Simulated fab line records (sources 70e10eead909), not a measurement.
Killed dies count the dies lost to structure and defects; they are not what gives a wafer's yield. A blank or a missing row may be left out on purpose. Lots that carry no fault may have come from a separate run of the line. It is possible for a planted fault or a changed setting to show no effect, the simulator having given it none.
fab line records	flow nand-harc
[record] lots = 24	wafers = 72	last-day = 24
route steps=1159 shown A_CONTACT@872
lots with no fault: from the same line, run without faults
start-h: the number of hours between the record's first day and the start of the first shown wafer of the lot	wait-h: hours from the lot's prior step to this one	" same as the row above	L1.1+2: a single row standing in for several wafers	- no value present, or no start provided	* or withheld: withheld	< > ~ a bound
route shown NAME@n: NAME is a module with steps in the file, n the number in the route of the first one	usual: average and standard deviation across the fault-free wafers	same: alike in all rows	chamber/n: place in a boat	sites: the reading at each site	_std_site: how widely they spread, as a standard deviation	_edge_site: the outer-site mean with the inner-site mean subtracted	radius-mm: for every site, how far away it sits from the centre of the wafer	mask NAME#n: copy n	behind: the most recent tool/chamber to have shaped the wafer	hold: the reason the lot was held/the length of the hold in hours/how it ended	device: the n, p or np transistor that did not switch	end of line: the tests these same wafers got at the end of their route	where a step has no rows: the recipe by itself	killed: at the first sort, the dies lost to defects and structure; wafer yield is something else	map: the dies of a wafer, with x for killed, . for not killed, _ for no die there
set.NAME: the run value of the setting; set.NAME@STEP: its run value at that earlier step	model.NAME: the simulator's own value behind a step, which no gauge read
the route's steps for a sample of lots (tables are steps, rows are wafers)
services: a tool's chamber out of use, with start hour (start-h, from the record's first day; less than 0 if before it), hours out, and reason
[[steps]]
[step NHARC_A_CONTACT_ETCH_121]
[recipe] source-w = withheld	pressure-mtorr = 20	bias-v = 3000	time-s = 94	target-depth-a = 9220	ar-flow-sccm = withheld	c4f8-flow-sccm = withheld	o2-flow-sccm = withheld	chemistry = C4F8/O2/Ar
[usual] oes-air-line-au = 1.001/0.021
[same] time-s = 94
lot.wafer	tool	chamber	start-h	wait-h	oes-air-line-au	rf-hours-counter-h
L074.4	har-cap-etch-02	0	370.42	0.1	0.997	-
L074.3	"	1	"	"	0.996	-
L074.6	"	0	"	"	1.045	-
L075.1	har-cap-etch-02	0	378.24	0.1	1.003	10
L075.4	"	1	"	"	0.978	-
L075.6	"	0	"	"	1.003	-
L078.2	har-cap-etch-01	1	381.61	0.1	1.013	56
L078.6	"	1	"	"	1.016	-
L078.5	"	0	"	"	0.985	-
L076.2	har-cap-etch-03	0	384.95	0.1	0.992	84
L076.3	"	1	"	"	0.969	-
L076.6	"	1	"	"	1.024	-
L077.1	har-cap-etch-01	1	386.85	0.1	1.036	57
L077.4	"	0	"	"	1.000	-
L077.6	"	0	"	"	0.964	-
L080.2	har-cap-etch-01	1	418.16	0.1	0.999	61
L080.3	"	0	"	"	0.976	-
L080.5	"	0	"	"	0.981	-
L081.1	har-cap-etch-02	0	418.62	0.1	0.979	16
L081.2	"	1	"	"	1.003	16
L081.5	"	0	"	"	0.991	-
L082.2	har-cap-etch-03	1	423.93	0.1	1.001	89
L082.1	"	0	"	"	1.012	89
L082.4	"	0	"	"	1.012	-
L083.1	har-cap-etch-01	0	425.67	0.1	0.952	62
L083.4	"	0	"	"	0.979	-
L083.5	"	0	"	"	0.982	-
L079.3	har-cap-etch-01	0	428.64	0.1	0.997	-
L079.4	"	1	"	"	1.018	-
L079.6	"	1	"	"	0.997	-
L084.4	har-cap-etch-02	0	430.69	0.1	0.999	-
L084.3	"	1	"	"	1.020	-
L084.6	"	1	"	"	1.033	-
L087.1	har-cap-etch-02	1	439.46	0.1	1.010	20
L087.3	"	1	"	"	1.026	-
L087.5	"	0	"	"	1.013	-
L086.2	har-cap-etch-01	1	440.64	0.1	0.988	67
L086.1	"	0	"	"	0.994	67
L086.4	"	0	"	"	0.947	-
L085.2	har-cap-etch-01	0	462.92	0.1	1.013	71
L085.1	"	1	"	"	1.021	71
L085.5	"	0	"	"	1.008	-
L091.2	har-cap-etch-03	0	467.60	0.1	0.994	97
L091.3	"	0	"	"	1.001	-
L091.6	"	1	"	"	1.023	-
L088.4	har-cap-etch-02	0	469.89	0.1	0.974	-
L088.3	"	1	"	"	1.013	-
L088.6	"	0	"	"	0.952	-
L090.2	har-cap-etch-03	1	475.57	0.1	0.984	98
L090.1	"	0	"	"	1.049	98
L090.6	"	1	"	"	1.021	-
L089.4	har-cap-etch-01	1	476.00	0.1	1.001	-
L089.5	"	1	"	"	0.990	-
L089.6	"	0	"	"	1.007	-
L092.2	har-cap-etch-01	0	486.99	0.1	0.996	75
L092.3	"	1	"	"	0.984	-
L092.6	"	1	"	"	1.009	-
L093.2	har-cap-etch-02	0	493.25	0.1	0.981	30
L093.6	"	1	"	"	1.031	-
L093.5	"	0	"	"	1.003	-
L094.1	har-cap-etch-03	1	505.92	0.1	0.979	104
L094.2	"	0	"	"	1.007	104
L094.4	"	1	"	"	0.938	-
L095.2	har-cap-etch-02	0	506.11	0.1	1.020	32
L095.3	"	1	"	"	0.990	-
L095.4	"	0	"	"	1.028	-
L096.1	har-cap-etch-03	1	511.61	0.1	1.021	105
L096.3	"	0	"	"	1.032	-
L096.4	"	1	"	"	1.005	-
L097.4	har-cap-etch-02	1	511.87	0.1	0.998	-
L097.6	"	0	"	"	0.991	-
L097.5	"	1	"	"	1.006	-
[step NHARC_A_CONTACT_CD_MEAS_53]
[usual] cd-nm = 189.3/0.7
lot.wafer	tool	chamber	start-h	wait-h	cd-nm
L074.3	cd-sem-01	-	371.40	-	189.7
L074.4	"	-	"	"	189.8
L074.6	"	-	"	"	189.0
L075.1	cd-sem-01	-	379.23	-	189.6
L075.4	"	-	"	"	190.0
L075.6	"	-	"	"	189.9
L078.2	cd-sem-03	-	382.62	-	188.6
L078.5	"	-	"	"	189.3
L078.6	"	-	"	"	188.6
L076.2	cd-sem-01	-	385.97	-	189.0
L076.3	"	-	"	"	189.3
L076.6	"	-	"	"	189.1
L077.1	cd-sem-03	-	387.88	-	189.7
L077.4	"	-	"	"	189.2
L077.6	"	-	"	"	189.1
L080.2	cd-sem-02	-	419.16	-	189.8
L080.3	"	-	"	"	190.7
L080.5	"	-	"	"	189.5
L081.1	cd-sem-01	-	419.62	-	188.4
L081.2	"	-	"	"	188.6
L081.5	"	-	"	"	188.5
L082.1	cd-sem-03	-	424.93	-	189.0
L082.2	"	-	"	"	189.3
L082.4	"	-	"	"	188.5
L083.1	cd-sem-03	-	426.67	-	189.6
L083.4	"	-	"	"	189.0
L083.5	"	-	"	"	189.4
L079.3	cd-sem-02	-	429.64	-	189.8
L079.4	"	-	"	"	189.6
L079.6	"	-	"	"	190.3
L084.3	cd-sem-02	-	431.70	-	187.6
L084.4	"	-	"	"	187.4
L084.6	"	-	"	"	187.9
L087.1	cd-sem-01	-	440.62	-	189.1
L087.3	"	-	"	"	189.4
L087.5	"	-	"	"	189.2
L086.1	cd-sem-02	-	441.66	-	189.1
L086.2	"	-	"	"	189.4
L086.4	"	-	"	"	190.1
L085.1	cd-sem-01	-	463.92	-	189.5
L085.2	"	-	"	"	188.9
L085.5	"	-	"	"	189.7
L091.2	cd-sem-03	-	468.62	-	188.9
L091.3	"	-	"	"	188.2
L091.6	"	-	"	"	188.3
L088.3	cd-sem-01	-	470.87	-	189.2
L088.4	"	-	"	"	189.2
L088.6	"	-	"	"	189.2
L090.1	cd-sem-02	-	476.73	-	190.7
L090.2	"	-	"	"	190.2
L090.6	"	-	"	"	189.9
L089.4	cd-sem-03	-	477.02	-	190.3
L089.5	"	-	"	"	189.9
L089.6	"	-	"	"	190.1
L092.2	cd-sem-02	-	488.03	-	190.1
L092.3	"	-	"	"	189.6
L092.6	"	-	"	"	189.9
L093.2	cd-sem-02	-	494.25	-	189.7
L093.5	"	-	"	"	188.4
L093.6	"	-	"	"	188.6
L094.1	cd-sem-03	-	506.92	-	189.7
L094.2	"	-	"	"	189.6
L094.4	"	-	"	"	189.5
L095.2	cd-sem-03	-	507.11	-	188.9
L095.3	"	-	"	"	188.3
L095.4	"	-	"	"	188.6
L096.1	cd-sem-03	-	512.60	-	189.0
L096.3	"	-	"	"	189.2
L096.4	"	-	"	"	188.7
L097.4	cd-sem-01	-	512.85	-	189.9
L097.5	"	-	"	"	190.1
L097.6	"	-	"	"	189.4
[step NHARC_A_CONTACT_DEP_58]
[recipe] target-thk-a = 600	target-thk-nm = 60	temp-c = 400	pressure-torr = 3.5	flow-sccm = 200	rf-w = 350	material = SiON
[usual] heater-power-w = 767/110	rf-fwd-power-W = 348.4/1
lot.wafer	tool	chamber	start-h	wait-h	heater-power-w	rf-fwd-power-W
L074.4	pecvd-01	2	377.81	0.8	935	348.9
L074.3	"	1	"	"	785	348.0
L074.6	"	2	"	"	948	347.4
L075.1	pecvd-01	1	383.76	1.8	830	349.2
L075.4	"	1	"	"	828	348.7
L075.6	"	2	"	"	930	348.0
L078.2	pecvd-01	2	385.36	1.2	862	348.0
L078.5	"	2	"	"	897	347.9
L078.6	"	1	"	"	800	349.6
L076.2	pecvd-01	1	388.88	1.2	709	349.1
L076.3	"	1	"	"	706	348.7
L076.6	"	1	"	"	732	348.9
L077.1	pecvd-02	1	392.11	1.4	791	348.2
L077.4	"	1	"	"	802	348.8
L077.6	"	1	"	"	796	349.0
L080.3	pecvd-04	1	422.77	0.9	683	347.8
L080.2	"	2	"	"	694	349.1
L080.5	"	1	"	"	686	346.6
L081.2	pecvd-02	0	423.53	1.2	791	346.8
L081.1	"	1	"	"	750	348.3
L081.5	"	0	"	"	777	348.0
L082.2	pecvd-02	1	430.05	1.2	727	348.7
L082.1	"	0	"	"	748	349.3
L082.4	"	2	"	"	703	347.9
L083.1	pecvd-02	0	431.04	1.5	677	348.6
L083.5	"	1	"	"	798	348.8
L083.4	"	0	"	"	684	349.3
L079.3	pecvd-02	0	434.58	0.9	805	348.5
L079.6	"	1	"	"	801	349.9
L079.4	"	2	"	"	683	348.2
L084.3	pecvd-02	1	436.74	0.9	715	349.6
L084.6	"	1	"	"	726	349.0
L084.4	"	2	"	"	746	347.8
L087.1	pecvd-02	2	443.35	1.5	738	347.6
L087.3	"	0	"	"	710	349.8
L087.5	"	0	"	"	718	349.4
L086.1	pecvd-01	0	444.59	1.5	778	346.7
L086.2	"	1	"	"	742	349.7
L086.4	"	0	"	"	748	348.9
L085.2	pecvd-01	2	468.01	1.2	977	347.4
L085.1	"	1	"	"	742	348.5
L085.5	"	1	"	"	745	349.7
L091.2	pecvd-01	2	472.48	1.2	920	345.6
L091.3	"	1	"	"	731	347.2
L091.6	"	0	"	"	772	348.6
L088.3	pecvd-01	0	475.42	0.9	777	348.3
L088.6	"	1	"	"	752	349.7
L088.4	"	2	"	"	875	349.8
L090.1	pecvd-01	0	481.52	1.5	706	349.2
L090.2	"	2	"	"	1019	347.2
L090.6	"	1	"	"	766	349.5
L089.4	pecvd-02	0	482.99	0.7	673	350.2
L089.5	"	1	"	"	810	350.6
L089.6	"	2	"	"	695	348.3
L092.3	pecvd-04	1	493.28	0.9	559	348.6
L092.2	"	0	"	"	582	346.8
L092.6	"	2	"	"	812	350.0
L093.2	pecvd-04	1	497.96	1.2	670	347.2
L093.5	"	2	"	"	713	348.4
L093.6	"	0	"	"	626	347.6
L094.2	pecvd-01	0	511.13	1.2	781	347.6
L094.1	"	1	"	"	684	347.6
L094.4	"	2	"	"	982	348.2
L095.2	pecvd-01	2	512.12	1.2	1015	347.9
L095.3	"	0	"	"	772	348.4
L095.4	"	2	"	"	1019	348.8
L096.3	pecvd-01	1	515.98	0.9	715	351.3
L096.1	"	2	"	"	924	348.2
L096.4	"	2	"	"	919	349.1
L097.5	pecvd-04	1	516.32	0.4	688	347.8
L097.4	"	2	"	"	830	348.6
L097.6	"	0	"	"	505	346.8
[step NHARC_A_CONTACT_ETCH_124]
[recipe] source-w = withheld	pressure-mtorr = 20	bias-v = withheld	time-s = 140	target-depth-a = 7000	ar-flow-sccm = withheld	c4f8-flow-sccm = withheld	o2-flow-sccm = withheld	chemistry = C4F8/O2/Ar
[usual] oes-air-line-au = 0.998/0.02
[same] time-s = 140
lot.wafer	tool	chamber	start-h	wait-h	oes-air-line-au	rf-hours-counter-h
L074.3	har-cap-etch-03	0	380.03	-	1.000	-
L074.4	"	1	"	"	0.979	-
L074.6	"	0	"	"	1.016	-
L075.1	har-cap-etch-02	0	386.37	-	1.001	12
L075.4	"	0	"	"	0.989	-
L075.6	"	1	"	"	1.002	-
L078.2	har-cap-etch-03	1	387.70	-	1.001	85
L078.6	"	1	"	"	1.010	-
L078.5	"	0	"	"	0.999	-
L076.2	har-cap-etch-01	0	391.19	-	1.009	58
L076.3	"	1	"	"	0.989	-
L076.6	"	0	"	"	1.000	-
L077.1	har-cap-etch-03	0	394.30	-	1.028	86
L077.4	"	1	"	"	0.986	-
L077.6	"	0	"	"	1.011	-
L080.2	har-cap-etch-02	1	425.18	-	0.955	16
L080.3	"	1	"	"	0.988	-
L080.5	"	1	"	"	0.968	-
L081.2	har-cap-etch-03	1	425.80	-	0.998	89
L081.1	"	0	"	"	1.025	89
L081.5	"	1	"	"	1.043	-
L082.2	har-cap-etch-03	0	432.16	-	0.986	91
L082.1	"	1	"	"	0.980	91
L082.4	"	1	"	"	0.996	-
L083.1	har-cap-etch-01	0	433.10	-	0.939	64
L083.4	"	1	"	"	0.985	-
L083.5	"	1	"	"	1.026	-
L079.3	har-cap-etch-01	0	436.85	-	1.017	-
L079.4	"	1	"	"	0.991	-
L079.6	"	0	"	"	1.002	-
L084.4	har-cap-etch-03	1	438.84	-	0.994	-
L084.3	"	0	"	"	0.987	-
L084.6	"	1	"	"	0.997	-
L087.1	har-cap-etch-02	0	445.57	-	0.968	21
L087.3	"	0	"	"	0.965	-
L087.5	"	1	"	"	1.022	-
L086.2	har-cap-etch-01	1	446.87	-	0.993	68
L086.1	"	0	"	"	1.006	68
L086.4	"	0	"	"	1.001	-
L085.1	har-cap-etch-01	0	469.92	-	1.015	71
L085.2	"	1	"	"	0.969	71
L085.5	"	0	"	"	0.961	-
L091.2	har-cap-etch-02	0	474.54	-	0.971	25
L091.3	"	0	"	"	1.011	-
L091.6	"	1	"	"	1.025	-
L088.3	har-cap-etch-03	0	477.48	-	0.970	-
L088.4	"	1	"	"	1.021	-
L088.6	"	0	"	"	0.998	-
L090.1	har-cap-etch-02	0	483.55	-	0.975	27
L090.2	"	1	"	"	0.992	27
L090.6	"	1	"	"	0.971	-
L089.4	har-cap-etch-03	0	484.91	-	1.004	-
L089.6	"	1	"	"	0.957	-
L089.5	"	0	"	"	0.973	-
L092.2	har-cap-etch-03	1	495.24	-	0.988	102
L092.3	"	1	"	"	0.971	-
L092.6	"	1	"	"	0.975	-
L093.2	har-cap-etch-02	0	500.00	-	1.001	30
L093.6	"	0	"	"	1.012	-
L093.5	"	1	"	"	1.012	-
L094.1	har-cap-etch-01	0	513.28	-	1.004	78
L094.2	"	1	"	"	0.977	78
L094.4	"	0	"	"	1.004	-
L095.2	har-cap-etch-03	0	514.37	-	1.019	106
L095.3	"	0	"	"	1.022	-
L095.4	"	1	"	"	0.976	-
L096.1	har-cap-etch-02	0	518.03	-	1.009	34
L096.4	"	1	"	"	0.980	-
L096.3	"	0	"	"	1.001	-
L097.4	har-cap-etch-01	1	518.46	-	1.005	-
L097.5	"	1	"	"	1.021	-
L097.6	"	0	"	"	1.007	-
[step NHARC_A_CONTACT_ETCH_130]
[recipe] source-w = withheld	pressure-mtorr = 20	bias-v = 1200	time-s = 155	target-depth-a = 9560	ar-flow-sccm = withheld	c4f8-flow-sccm = withheld	o2-flow-sccm = withheld	chemistry = C4F8/O2/Ar
[usual] oes-air-line-au = 0.999/0.022
[same] time-s = 155
lot.wafer	tool	chamber	start-h	wait-h	oes-air-line-au	rf-hours-counter-h
L074.3	har-cap-etch-03	0	380.91	0.1	0.988	-
L074.4	"	1	"	"	1.009	-
L074.6	"	0	"	"	1.028	-
L075.1	har-cap-etch-02	0	387.27	0.1	1.013	12
L075.4	"	0	"	"	1.020	-
L075.6	"	1	"	"	1.039	-
L078.2	har-cap-etch-03	1	388.61	0.1	1.016	85
L078.6	"	1	"	"	0.993	-
L078.5	"	0	"	"	1.005	-
L076.2	har-cap-etch-01	0	392.10	0.1	1.022	59
L076.3	"	1	"	"	1.007	-
L076.6	"	0	"	"	1.029	-
L077.1	har-cap-etch-03	0	395.21	0.1	0.969	87
L077.4	"	1	"	"	1.041	-
L077.6	"	0	"	"	0.997	-
L080.2	har-cap-etch-02	1	426.09	0.1	1.037	17
L080.3	"	1	"	"	1.023	-
L080.5	"	1	"	"	1.020	-
L081.2	har-cap-etch-03	1	426.72	0.1	0.962	90
L081.1	"	0	"	"	1.025	90
L081.5	"	1	"	"	1.020	-
L082.2	har-cap-etch-03	0	433.07	0.1	1.037	91
L082.1	"	1	"	"	0.988	91
L082.4	"	1	"	"	0.990	-
L083.1	har-cap-etch-01	0	434.00	0.1	1.005	65
L083.4	"	1	"	"	0.997	-
L083.5	"	1	"	"	1.020	-
L079.3	har-cap-etch-01	0	437.74	0.1	0.997	-
L079.4	"	1	"	"	0.972	-
L079.6	"	0	"	"	0.999	-
L084.4	har-cap-etch-03	1	440.02	0.2	1.009	-
L084.3	"	0	"	"	1.032	-
L084.6	"	1	"	"	0.985	-
L087.1	har-cap-etch-02	0	446.77	0.2	1.017	22
L087.3	"	0	"	"	1.015	-
L087.5	"	1	"	"	1.014	-
L086.2	har-cap-etch-01	1	447.78	0.1	1.004	69
L086.1	"	0	"	"	1.012	69
L086.4	"	0	"	"	0.999	-
L085.1	har-cap-etch-01	0	470.82	0.1	0.954	72
L085.2	"	1	"	"	1.012	72
L085.5	"	0	"	"	0.987	-
L091.2	har-cap-etch-02	0	475.44	0.1	1.005	25
L091.3	"	0	"	"	1.008	-
L091.6	"	1	"	"	0.959	-
L088.3	har-cap-etch-03	0	478.37	0.1	1.026	-
L088.4	"	1	"	"	0.976	-
L088.6	"	0	"	"	1.023	-
L090.1	har-cap-etch-02	0	484.46	0.1	0.984	27
L090.2	"	1	"	"	0.981	27
L090.6	"	1	"	"	0.978	-
L089.4	har-cap-etch-03	0	485.80	0.1	1.002	-
L089.6	"	1	"	"	0.969	-
L089.5	"	0	"	"	0.973	-
L092.2	har-cap-etch-03	1	496.14	0.1	0.962	103
L092.3	"	1	"	"	0.958	-
L092.6	"	1	"	"	0.966	-
L093.2	har-cap-etch-02	0	500.91	0.1	0.993	31
L093.6	"	0	"	"	0.986	-
L093.5	"	1	"	"	0.994	-
L094.1	har-cap-etch-01	0	514.18	0.1	1.016	78
L094.2	"	1	"	"	1.015	78
L094.4	"	0	"	"	0.985	-
L095.2	har-cap-etch-03	0	515.27	0.1	1.015	106
L095.3	"	0	"	"	1.027	-
L095.4	"	1	"	"	0.981	-
L096.1	har-cap-etch-02	0	518.92	0.1	1.007	34
L096.4	"	1	"	"	1.012	-
L096.3	"	0	"	"	0.998	-
L097.4	har-cap-etch-01	1	519.35	0.1	0.981	-
L097.5	"	1	"	"	0.983	-
L097.6	"	0	"	"	0.984	-
[step NHARC_A_CONTACT_STRIP_82]
[recipe] o2-flow-sccm = 500	ar-flow-sccm = 0	bias-w = 0	chemistry = O2
[usual] drypump-motor-current-A = 5.5/0.4	oes-product-au = 0.998/0.008	rf-vpp-V = 57.6/1	showerhead-plenum-p-Torr = 3.45/0.17	throttle-valve-pct = 17.038/0.0086
lot.wafer	tool	chamber	start-h	wait-h	drypump-motor-current-A	oes-product-au	rf-hours-counter-h	rf-vpp-V	showerhead-plenum-p-Torr	throttle-valve-pct
L074.4	rie-diel-10	1	-	-	5.4	1.004	7	57.4	3.65	17.032
L074.3	"	3	"	"	5.4	1.013	7	59.2	3.57	17.045
L074.6	"	1	"	"	5.4	1.016	-	57.7	3.65	17.051
L075.1	rie-diel-09	2	-	-	6.4	0.990	49	59.0	3.61	17.049
L075.4	"	0	"	"	5.4	0.994	41	58.3	3.78	17.041
L075.6	"	1	"	"	5.0	0.988	-	57.2	3.36	17.042
L078.2	rie-diel-09	2	-	-	6.4	0.990	49	58.0	3.61	17.036
L078.6	"	1	"	"	5.0	0.991	-	58.0	3.36	17.033
L078.5	"	2	"	"	6.4	1.003	-	58.1	3.61	17.045
L076.3	rie-diel-09	1	-	-	5.0	0.993	43	59.5	3.36	17.037
L076.2	"	3	"	"	5.4	0.995	48	56.4	3.55	17.049
L076.6	"	1	"	"	5.0	0.992	-	56.4	3.36	17.032
L077.1	rie-diel-10	3	-	-	5.4	1.008	10	57.6	3.57	17.019
L077.4	"	0	"	"	5.4	1.014	10	59.4	3.55	17.046
L077.6	"	0	"	"	5.4	1.015	-	58.3	3.55	17.040
L080.3	rie-diel-11	0	-	-	5.2	1.003	7	56.3	3.63	17.043
L080.2	"	1	"	"	5.7	1.006	7	58.0	3.28	17.027
L080.5	"	3	"	"	5.2	1.002	-	56.1	3.28	17.034
L081.2	rie-diel-11	3	-	-	5.2	0.999	6	57.1	3.28	17.035
L081.1	"	0	"	"	5.2	1.006	7	59.1	3.63	17.036
L081.5	"	3	"	"	5.2	0.992	-	57.2	3.28	17.047
L082.1	rie-diel-11	1	-	-	5.6	1.004	8	56.8	3.28	17.043
L082.4	"	2	"	"	5.9	0.989	9	56.9	3.30	17.036
L082.2	"	0	"	"	5.2	1.002	9	56.6	3.63	17.035
L083.4	rie-diel-11	3	-	-	5.2	0.998	8	57.1	3.28	17.046
L083.1	"	1	"	"	5.7	0.999	9	57.9	3.28	17.038
L083.5	"	2	"	"	5.9	0.988	-	57.4	3.30	17.036
L079.3	rie-diel-10	2	-	-	5.7	1.008	27	57.5	3.29	17.031
L079.4	"	1	"	"	5.4	1.006	31	56.4	3.63	17.036
L079.6	"	3	"	"	5.4	1.010	-	58.0	3.56	17.028
L084.3	rie-diel-11	0	-	-	5.2	0.993	11	58.1	3.63	17.025
L084.4	"	1	"	"	5.7	0.995	11	57.7	3.28	17.031
L084.6	"	0	"	"	5.2	0.996	-	58.3	3.63	17.047
L087.3	rie-diel-11	1	-	-	5.7	1.000	13	58.2	3.27	17.029
L087.1	"	2	"	"	5.9	0.995	14	57.5	3.30	17.036
L087.5	"	0	"	"	5.2	1.016	-	58.9	3.63	17.027
L086.1	rie-diel-09	3	-	-	5.4	0.994	3	57.1	3.54	17.037
L086.2	"	0	"	"	5.4	0.997	4	57.2	3.77	17.054
L086.4	"	2	"	"	6.4	0.999	-	59.2	3.60	17.026
L085.2	rie-diel-11	2	-	-	5.9	0.989	18	57.1	3.30	17.038
L085.1	"	3	"	"	5.2	0.990	17	58.5	3.28	17.049
L085.5	"	3	"	"	5.2	0.994	-	57.1	3.28	17.050
L091.3	rie-diel-09	2	-	-	6.4	0.990	12	60.4	3.60	17.052
L091.2	"	1	"	"	5.0	0.986	13	57.7	3.35	17.044
L091.6	"	3	"	"	5.4	1.003	-	58.4	3.53	17.016
L088.3	rie-diel-11	3	-	-	5.2	1.007	19	56.9	3.28	17.022
L088.4	"	1	"	"	5.7	1.001	19	57.2	3.27	17.038
L088.6	"	0	"	"	5.2	1.002	-	57.9	3.63	17.040
L090.1	rie-diel-09	1	-	-	5.0	0.990	15	58.1	3.35	17.049
L090.2	"	3	"	"	5.4	1.010	16	59.5	3.53	17.025
L090.6	"	1	"	"	5.0	0.982	-	57.7	3.35	17.008
L089.4	rie-diel-11	1	-	-	5.6	1.007	20	56.8	3.27	17.041
L089.6	"	3	"	"	5.2	1.002	-	57.1	3.28	17.055
L089.5	"	0	"	"	5.2	1.004	-	58.1	3.63	17.040
L092.3	rie-diel-11	0	-	-	5.2	0.986	22	58.1	3.62	17.047
L092.2	"	1	"	"	5.7	1.008	22	57.5	3.27	17.049
L092.6	"	3	"	"	5.2	0.997	-	57.0	3.28	17.038
L093.2	rie-diel-09	1	-	-	5.0	0.986	20	56.8	3.34	17.040
L093.6	"	1	"	"	5.0	0.983	-	56.5	3.35	17.045
L093.5	"	2	"	"	6.4	0.992	-	56.6	3.59	17.033
L094.2	rie-diel-11	0	-	-	5.2	1.007	26	58.8	3.62	17.034
L094.1	"	1	"	"	5.7	0.998	25	56.7	3.27	17.036
L094.4	"	2	"	"	5.8	1.000	27	58.2	3.29	17.033
L095.2	rie-diel-11	0	-	-	5.2	0.996	26	57.5	3.62	17.045
L095.3	"	2	"	"	5.9	0.986	27	58.4	3.29	17.045
L095.4	"	1	"	"	5.7	1.011	-	57.9	3.27	17.038
L097.5	rie-diel-11	0	-	-	5.2	0.989	-	58.5	3.62	17.040
L097.6	"	1	"	"	5.6	1.000	-	55.9	3.27	17.035
L097.4	"	2	"	"	5.9	0.994	-	55.9	3.29	17.042
L096.4	rie-diel-10	1	-	-	5.4	0.991	61	59.0	3.62	17.040
L096.1	"	2	"	"	5.7	0.995	56	58.1	3.27	17.033
L096.3	"	3	"	"	5.4	0.996	52	58.2	3.55	17.053
[[services]]
tool	chamber	start-h	hours	kind
rie-diel-10	-	353.62	9.0	pm
pecvd-01	0	363.24	29.6	repair
rie-diel-11	-	366.50	9.0	pm
rie-diel-11	0	366.50	9.0	vent-cycle
rie-diel-11	1	366.50	9.0	vent-cycle
rie-diel-11	2	366.50	9.0	vent-cycle
rie-diel-11	3	366.50	9.0	vent-cycle
pecvd-04	1	367.63	4.7	repair
rie-diel-11	0	375.50	-	clean
rie-diel-11	1	375.50	-	clean
rie-diel-11	2	375.50	-	clean
pecvd-04	-	376.42	13.0	pm
rie-diel-11	3	384.36	7.9	repair
har-cap-etch-02	-	403.29	0.7	repair
har-cap-etch-02	-	409.52	0.7	repair
pecvd-01	-	418.11	13.0	pm
rie-diel-10	-	424.08	0.6	repair
rie-diel-09	-	431.17	9.0	pm
rie-diel-09	2	454.39	10.1	repair
rie-diel-10	3	470.73	5.4	repair
pecvd-02	-	493.84	0.9	repair
rie-diel-09	1	500.51	1.6	repair
pecvd-02	-	515.53	13.0	pm
rie-diel-11	3	516.17	7.5	repair
[[key]]
fault none
